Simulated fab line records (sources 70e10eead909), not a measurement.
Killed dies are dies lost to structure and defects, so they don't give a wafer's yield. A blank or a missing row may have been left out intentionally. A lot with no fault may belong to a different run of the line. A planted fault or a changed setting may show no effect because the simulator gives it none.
fab line records -- flow nandHarc -- part 2 of 2: steps 5 to 6 of 6
record lots=19, wafers=57, lastDay=32
route steps=1302 shown A_CHANNEL_FILL_D2@621 A_STAIRCASE@672
lots that met no fault: taken from a fault-free run of the same line
startH: hours from the record's first day to the start of the lot's first wafer shown -- waitH: hours since the lot's step before -- " as in the row above -- L1.1+2: a single row standing in for several wafers -- - no value, or no start was given -- * or withheld: withheld -- < > ~ a bound
route shown NAME@n: names a module that has steps shown in the file, with the first one's number in the route -- usual: mean and standard deviation over wafers with no fault -- same: alike in all rows -- chamber/n: place in a boat -- sites: per-site readings -- _std_site: standard deviation across them -- _edge_site: the outer-site mean with the inner-site mean subtracted -- radiusMm: for every site, how far away it sits from the centre of the wafer -- mask NAME#n: copy n -- behind: the most recent tool/chamber to have shaped the wafer -- hold: the reason the lot was held/the length of the hold in hours/how it ended -- device: transistor that didn't switch, given as n, p or np -- end of line: tests run on the same wafers once the route is complete -- where a step has no rows: the recipe by itself -- killed: not the wafer's yield, but the dies lost to structure and defects at the first sort -- map: a wafer's dies, x killed, . not, _ none there
set.NAME: the setting that was run; set.NAME@STEP: the one run at that earlier step -- model.NAME: the simulator's own value behind a step, which no gauge read
a sample of lots followed through the steps of the route, with each step as a table and each wafer as a row
services: when a tool's chamber went out of use (startH, in hours from the record's first day, below 0 if earlier), for how many hours, and the reason
## steps
# step NHARC_A_STAIRCASE_STRIP_175
# recipe powerW=1500, tempC=250, chemistry=O2
# usual drypumpMotorCurrentA=5.9/0.44, heaterPowerW=344/34, tempC=249.99/0.18
lot.wafer,tool,chamber,startH,waitH,drypumpMotorCurrentA,heaterPowerW,rfHoursCounterH,tempC
L074.2,plasmaAsher-01,1,363.81,0.1,5.2,328,4,249.86
L074.3,plasmaAsher-01,1,363.81,0.1,5.2,341,-,250.02
L074.6,plasmaAsher-01,0,363.81,0.1,6.4,286,-,250.02
L076.2,plasmaAsher-02,1,368.87,0.1,5.7,346,23,249.64
L076.4,plasmaAsher-02,1,368.87,0.1,5.7,349,-,249.51
L076.6,plasmaAsher-02,1,368.87,0.1,5.7,340,-,249.74
L075.2,plasmaAsher-01,0,371.76,0.1,6.4,294,5,249.66
L075.3,plasmaAsher-01,1,371.76,0.1,5.2,339,-,250.10
L075.5,plasmaAsher-01,0,371.76,0.1,6.4,295,-,249.95
L078.2,plasmaAsher-02,1,403.65,0.1,5.7,347,27,250.05
L078.6,plasmaAsher-02,0,403.65,0.1,6.2,380,-,250.38
L078.5,plasmaAsher-02,1,403.65,0.1,5.7,348,-,250.19
L080.1,plasmaAsher-02,0,415.27,0.1,6.2,399,29,249.67
L080.2,plasmaAsher-02,1,415.27,0.1,5.7,355,29,249.99
L080.4,plasmaAsher-02,0,415.27,0.1,6.2,382,-,249.94
L082.2,plasmaAsher-02,1,438.06,0.1,5.7,342,1,250.13
L082.4,plasmaAsher-02,0,438.06,0.1,6.2,377,-,249.99
L082.6,plasmaAsher-02,0,438.06,0.1,6.2,386,-,249.88
L083.1,plasmaAsher-02,0,453.63,0.1,6.2,389,3,249.70
L083.2,plasmaAsher-02,1,453.63,0.1,5.7,351,3,250.01
L083.6,plasmaAsher-02,1,453.63,0.1,5.7,345,-,249.68
L084.4,plasmaAsher-01,0,458.03,0.2,6.4,296,-,250.06
L084.6,plasmaAsher-01,0,458.03,0.2,6.4,289,-,250.17
L084.5,plasmaAsher-01,1,458.03,0.2,5.2,346,-,250.28
L086.2,plasmaAsher-01,0,461.35,0.2,6.4,283,29,249.83
L086.6,plasmaAsher-01,1,461.35,0.2,5.2,336,-,250.10
L086.5,plasmaAsher-01,0,461.35,0.2,6.4,288,-,249.86
L085.2,plasmaAsher-02,1,464.39,0.1,5.8,345,7,249.96
L085.6,plasmaAsher-02,0,464.39,0.1,6.2,384,-,249.90
L085.5,plasmaAsher-02,1,464.39,0.1,5.7,357,-,249.94
L087.2,plasmaAsher-02,1,487.96,0.1,5.8,345,11,250.22
L087.5,plasmaAsher-02,0,487.96,0.1,6.2,379,-,249.97
L087.6,plasmaAsher-02,1,487.96,0.1,5.8,339,-,250.11
L088.1,plasmaAsher-02,0,500.58,0.1,6.2,383,13,250.13
L088.4,plasmaAsher-02,0,500.58,0.1,6.2,379,-,249.77
L088.6,plasmaAsher-02,0,500.58,0.1,6.2,376,-,249.94
L089.1,plasmaAsher-02,0,500.83,0.1,6.2,389,14,250.12
L089.2,plasmaAsher-02,1,500.83,0.1,5.7,347,14,250.26
L089.5,plasmaAsher-02,1,500.83,0.1,5.7,354,-,250.36
L090.3,plasmaAsher-01,1,512.35,0.2,5.2,332,-,250.03
L090.4,plasmaAsher-01,0,512.35,0.2,6.4,286,-,249.85
L090.6,plasmaAsher-01,0,512.35,0.2,6.4,285,-,249.87
L091.1,plasmaAsher-02,1,535.21,0.1,5.7,348,21,249.98
L091.3,plasmaAsher-02,1,535.21,0.1,5.7,356,-,249.96
L091.6,plasmaAsher-02,1,535.21,0.1,5.7,338,-,249.81
L092.1,plasmaAsher-02,1,542.19,0.2,5.7,348,23,249.93
L092.4,plasmaAsher-02,0,542.19,0.2,6.2,380,-,250.02
L092.6,plasmaAsher-02,1,542.19,0.2,5.7,349,-,249.96
L093.2,plasmaAsher-02,0,543.28,0.1,6.3,379,23,249.85
L093.1,plasmaAsher-02,1,543.28,0.1,5.7,344,23,249.99
L093.6,plasmaAsher-02,0,543.28,0.1,6.2,368,-,249.83
L094.2,plasmaAsher-02,0,550.94,0.1,6.2,385,27,249.89
L094.1,plasmaAsher-02,1,550.94,0.1,5.8,341,27,250.07
L094.6,plasmaAsher-02,0,550.94,0.1,6.2,379,-,249.50
L095.2,plasmaAsher-01,0,570.79,0.1,6.4,288,5,250.05
L095.4,plasmaAsher-01,1,570.79,0.1,5.2,369,-,249.97
L095.5,plasmaAsher-01,1,570.79,0.1,5.2,366,-,250.05
# step NHARC_A_STAIRCASE_TRIM_193
# recipe timeS=211.2, o2FlowSccm=500, arFlowSccm=0, biasW=0, chemistry=O2
# usual chamberPressureMTorr=60.01/0.054, drypumpMotorCurrentA=5.7/0.35, mfcArSccm=0.013/0.013, oesProductAu=0.998/0.007, rfVppV=58.0/0.98, showerheadPlenumPTorr=3.55/0.17, throttleValvePct=17.037/0.0092
lot.wafer,tool,chamber,startH,waitH,chamberPressureMTorr,drypumpMotorCurrentA,mfcArSccm,oesProductAu,rfHoursCounterH,rfVppV,showerheadPlenumPTorr,throttleValvePct
L074.2,rieDiel-12,1,-,-,59.93,5.7,0.033,1.000,32,58.9,3.76,17.037
L074.3,rieDiel-12,3,-,-,60.03,5.0,0,0.995,27,59.4,3.76,17.055
L074.6,rieDiel-12,1,-,-,59.95,5.7,0.033,1.000,-,58.3,3.76,17.049
L076.4,rieDiel-12,2,-,-,60.05,5.8,0,0.997,29,56.4,3.38,17.043
L076.2,rieDiel-12,3,-,-,59.93,5.0,0,0.989,30,58.7,3.76,17.042
L076.6,rieDiel-12,2,-,-,59.98,5.9,0,1.006,-,57.5,3.39,17.040
L075.3,rieDiel-13,2,-,-,60.08,6.0,0.023,0.993,11,58.5,3.74,17.037
L075.2,rieDiel-13,3,-,-,60.00,5.8,0.016,0.998,9,59.0,3.38,17.033
L075.5,rieDiel-13,2,-,-,60.03,6.0,0.023,1.004,-,56.9,3.74,17.043
L078.2,rieDiel-12,3,-,-,59.96,5.0,0,0.998,36,59.4,3.76,17.022
L078.6,rieDiel-12,0,-,-,59.99,5.6,0.020,1.001,-,57.5,3.39,17.039
L078.5,rieDiel-12,1,-,-,60.03,5.7,0.033,1.004,-,58.4,3.75,17.043
L080.4,rieDiel-12,3,-,-,59.90,5.0,0,0.990,37,59.3,3.76,17.037
L080.2,rieDiel-12,1,-,-,60.07,5.7,0.033,1.001,49,57.4,3.75,17.047
L080.1,rieDiel-12,2,-,-,60.05,5.8,0,0.997,44,58.0,3.38,17.051
L082.2,rieDiel-13,3,-,-,60.03,5.8,0.016,0.992,33,55.6,3.37,17.029
L082.4,rieDiel-13,0,-,-,60.02,6.4,0,0.990,30,58.8,3.50,17.032
L082.6,rieDiel-13,0,-,-,60.02,6.4,0,0.996,-,58.1,3.50,17.026
L083.1,rieDiel-01,0,-,-,60.11,5.6,0.024,0.992,24,59.1,3.44,17.044
L083.2,rieDiel-01,1,-,-,60.08,5.4,0,1.001,26,59.5,3.76,17.043
L083.6,rieDiel-01,3,-,-,59.99,5.8,0.007,1.009,-,58.2,3.36,17.023
L084.4,rieDiel-13,1,-,-,60.02,5.3,0,1.006,37,58.4,3.62,17.032
L084.6,rieDiel-13,3,-,-,60.05,5.8,0.016,0.997,-,56.7,3.36,17.032
L084.5,rieDiel-13,0,-,-,60.00,6.4,0,0.996,-,59.0,3.49,17.053
L086.2,rieDiel-12,3,-,-,60.07,5.0,0,1.006,4,58.2,3.75,17.035
L086.5,rieDiel-12,1,-,-,60.04,5.7,0.033,0.996,-,56.9,3.74,17.039
L086.6,rieDiel-12,2,-,-,60.01,5.9,0,0.998,-,58.5,3.37,17.031
L085.2,rieDiel-13,0,-,-,60.05,6.4,0,0.991,40,57.8,3.49,17.032
L085.6,rieDiel-13,3,-,-,60.00,5.8,0.016,0.997,-,56.1,3.36,17.036
L085.5,rieDiel-13,0,-,-,60.00,6.4,0,1.002,-,57.6,3.49,17.029
L087.2,rieDiel-01,2,-,-,60.02,6.1,0.029,0.990,31,57.7,3.55,17.037
L087.6,rieDiel-01,0,-,-,60.01,5.6,0.024,0.984,-,57.1,3.43,17.025
L087.5,rieDiel-01,1,-,-,59.97,5.4,0,0.989,-,58.7,3.75,17.043
L088.4,rieDiel-12,2,-,-,60.03,5.9,0,0.992,13,57.1,3.36,17.038
L088.1,rieDiel-12,3,-,-,59.91,5.0,0,0.998,16,57.5,3.74,17.044
L088.6,rieDiel-12,2,-,-,60.07,5.8,0,0.993,-,56.8,3.36,17.039
L089.2,rieDiel-01,2,-,-,60.11,6.1,0.029,0.995,34,56.6,3.55,17.042
L089.1,rieDiel-01,0,-,-,59.98,5.6,0.024,1.001,39,58.9,3.43,17.037
L089.5,rieDiel-01,1,-,-,60.00,5.4,0,0.988,-,59.3,3.75,17.033
L090.3,rieDiel-12,0,-,-,60.03,5.6,0.020,1.005,20,57.9,3.37,17.046
L090.4,rieDiel-12,2,-,-,60.08,5.8,0,0.991,17,57.7,3.36,17.038
L090.6,rieDiel-12,1,-,-,60.02,5.7,0.033,0.994,-,60.6,3.74,17.020
L091.3,rieDiel-01,1,-,-,59.97,5.4,0,0.996,57,57.7,3.74,17.020
L091.1,rieDiel-01,2,-,-,60.09,6.1,0.029,0.986,54,59.0,3.54,17.031
L091.6,rieDiel-01,0,-,-,59.93,5.6,0.024,1.010,-,57.6,3.42,17.039
L092.4,rieDiel-12,0,-,-,60.05,5.6,0.020,1.008,30,57.4,3.37,17.036
L092.1,rieDiel-12,1,-,-,59.98,5.7,0.033,1.006,24,57.9,3.73,17.029
L092.6,rieDiel-12,0,-,-,60.22,5.6,0.020,1.002,-,57.6,3.37,17.026
L093.1,rieDiel-01,0,-,-,60.02,5.6,0.024,0.990,54,57.3,3.42,17.047
L093.2,rieDiel-01,1,-,-,59.88,5.4,0,0.994,59,59.5,3.74,17.036
L093.6,rieDiel-01,3,-,-,60.01,5.8,0.007,1.002,-,55.7,3.35,17.036
L094.1,rieDiel-13,1,-,-,59.90,5.3,0,0.995,8,58.8,3.60,17.044
L094.2,rieDiel-13,3,-,-,60.00,5.9,0.016,1.006,9,58.4,3.35,17.036
L094.6,rieDiel-13,1,-,-,59.95,5.2,0,0.997,-,58.7,3.60,17.047
L095.2,rieDiel-13,3,-,-,60.05,5.8,0.016,1.007,18,56.5,3.34,17.045
L095.4,rieDiel-13,1,-,-,60.04,5.3,0,1.001,16,56.9,3.59,17.037
L095.5,rieDiel-13,2,-,-,59.98,6.0,0.023,0.998,-,59.4,3.70,17.032
## services
tool,chamber,startH,hours,kind
rieDiel-12,3,311.86,9.8,repair
rieDiel-10,1,331.43,20.5,repair
rieDiel-01,0,335.22,2.6,repair
rieDiel-13,-,344.48,9.0,pm
rieDiel-12,0,351.70,2.4,repair
rieDiel-12,2,353.93,14.2,repair
plasmaAsher-02,-,360.06,8.4,repair
rieDiel-01,-,375.63,1.0,repair
plasmaAsher-02,-,382.28,13.6,repair
rieDiel-12,3,383.32,14.3,repair
rieDiel-01,-,383.76,9.0,pm
rieDiel-10,-,419.50,9.0,pm
rieDiel-12,-,445.52,9.0,pm
rieDiel-10,-,464.82,0.7,repair
rieDiel-01,-,465.49,3.2,repair
rieDiel-10,-,470.39,2.4,repair
rieDiel-13,2,474.44,1.7,repair
rieDiel-13,3,502.52,9.6,repair
rieDiel-12,1,503.09,6.9,repair
rieDiel-13,-,521.48,9.0,pm
rieDiel-12,2,533.18,1.2,repair
rieDiel-10,3,548.61,5.0,repair
rieDiel-01,-,555.21,0.2,repair
rieDiel-01,-,560.76,9.0,pm
